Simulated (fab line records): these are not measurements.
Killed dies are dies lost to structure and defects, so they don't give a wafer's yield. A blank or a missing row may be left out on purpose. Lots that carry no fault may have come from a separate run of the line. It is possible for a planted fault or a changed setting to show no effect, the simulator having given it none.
Chamber matching ; flow n5 finfet ; N5_BEOL_M7_DESCUM_16 on rie diel-04: 4 sister chambers
The step chemistry O2, time 7.9 s. 4 wafers are shown with their chamber, then 12 later ones without.

WAFERS, EACH WITH ITS CHAMBER
wafer;chamber;showerhead plenum p Torr (Torr)
L076.4;1;2.23
L076.6;2;2.17
L091.5;3;2.05
L091.6;0;2.05

WAFERS MISSING THEIR CHAMBER
wafer;showerhead plenum p Torr (Torr)
L088.2;2.05
L088.3;2.05
L088.6;2.17
L092.1;2.05
L092.2;2.17
L092.4;2.05
L094.1;2.17
L094.3;2.05
L094.4;2.23
L097.1;2.17
L097.5;2.04
L097.6;2.05

WHICH CHAMBER EACH ONE RAN IN
wafer;from the rows above;in truth
L088.2;can't be placed: 0 or 3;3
L088.3;can't be placed: 0 or 3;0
L088.6;2;2
L092.1;can't be placed: 0 or 3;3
L092.2;2;2
L092.4;can't be placed: 0 or 3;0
L094.1;2;2
L094.3;can't be placed: 0 or 3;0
L094.4;1;1
L097.1;2;2
L097.5;can't be placed: 0 or 3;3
L097.6;can't be placed: 0 or 3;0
5 of 12 placed correctly. Unplaceable from these rows: 7, with the true chamber sitting among the candidates in 7. Wrongly placed: 0.
How it was worked out, from the rows above alone: a wafer's distance from a chamber is the root of the sum, over the readings, of the square of ((its reading less the chamber's mean) divided by the reading's scatter). The wafer belongs to the nearest chamber; if the next one is less than 2 further off, it can't be placed. The mean given for a chamber averages the wafers shown for that chamber. The scatter: with one shown wafer a chamber, the root of the mean of the squares of how far each hidden wafer lies from its nearest shown one.
